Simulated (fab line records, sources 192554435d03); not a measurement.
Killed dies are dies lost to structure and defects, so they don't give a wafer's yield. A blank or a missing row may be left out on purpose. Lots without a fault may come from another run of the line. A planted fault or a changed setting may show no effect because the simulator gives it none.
Problem report in the 8D (eight disciplines) form, filled by code | flow n5_finfet | the parts of the form that need people (team, actions taken, sign-off) are left out

1. THE PROBLEM
bias_w at N5_BEOL_M12_ETCH_68 reads a mean of 335.0 W on 6 wafers of 2 lots; wafers without a fault read 350.0 W with a standard deviation of 0.94. That is -16 standard deviations from the usual mean.
The step: etches SOC in N2/H2, time 285 s.
First seen on wafer L936.3, day 15 14:53, on rie_diel-04. The record holds 18 wafers of 6 lots with a number at this step. Rule for "out", or "out of limits": more than 4 standard deviations from the usual mean. The other wafers with a number count as sound.

2. WHAT IT IS AND WHAT IT IS NOT
question                    | is                     | is not
which readings at this step | bias_w, rf_vpp_V       | drypump_motor_current_A, oes_product_au, showerhead_plenum_p_Torr, throttle_valve_pct
which lots                  | L935, L936             | L927, L928, L942, L944
which wafers of those lots  | all that have a number | -
read on which tools         | rie_diel-04            | rie_diel-02
when                        | from day 15 14:53      | up to then (6 sound wafers); but 6 sound wafers of L942, L944 came after

3. SUSPECTS, AND WHAT RULES EACH OUT
Counting: a tool at a process step up to the reading stays a suspect if it ran every lot that is out and no sound lot after the first of them.
- rie_diel-04 at N5_BEOL_M12_DESCUM_33 (chemistry O2, time 7.9 s): kept. It ran every lot that is out, first L936 (day 15 14:43), and no sound lot after that; its last sound lot up to then is L928 (day 14 03:56).
- rie_diel-04 at N5_BEOL_M12_ETCH_67 (etches SiARC in CF4, target depth 143 nm, time 238.3 s): kept. It ran every lot that is out, first L936 (day 15 14:44), and no sound lot after that; its last sound lot up to then is L928 (day 14 03:58).
- rie_diel-04 at N5_BEOL_M12_ETCH_68 (etches SOC in N2/H2, time 285 s): kept. It ran every lot that is out, first L936 (day 15 14:53), and no sound lot after that; its last sound lot up to then is L928 (day 14 04:07). Its own readings are out on those wafers: bias_w, rf_vpp_V.
Left after counting: rie_diel-04 at N5_BEOL_M12_DESCUM_33, rie_diel-04 at N5_BEOL_M12_ETCH_67, rie_diel-04 at N5_BEOL_M12_ETCH_68.

4. THE CAUSE (what the simulator had put in)
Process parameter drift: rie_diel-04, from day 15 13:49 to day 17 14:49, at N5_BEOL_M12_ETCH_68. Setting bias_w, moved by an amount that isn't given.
Counting left 3 suspects, and this tool is among them.

5. THE CHAIN OF EFFECTS, in route order
Each row: a reading whose mean over the struck wafers that have a number lies more than 3 standard deviations from the usual. Only readings for which the record gives a usual standard deviation are gone through. hours: the time from each lot's start at the first step in this table that gives one to its start at this step, as a median over the lots. sigmas: the change in usual standard deviations.
hours | step                | reading  | usual   | on struck wafers | change | sigmas
0     | N5_BEOL_M12_ETCH_68 | bias_w   | 350.0 W | 335.0            | -15.0  | -16
0     | N5_BEOL_M12_ETCH_68 | rf_vpp_V | 524.4 V | 510.5            | -13.9  | -6.0
The process steps in it:
- N5_BEOL_M12_ETCH_68: etches SOC in N2/H2, time 285 s.

6. WHAT WOULD HAVE CAUGHT IT SOONER
In this record the first reading out of limits was taken at day 15 14:53, 1 hour after the fault began at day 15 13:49.
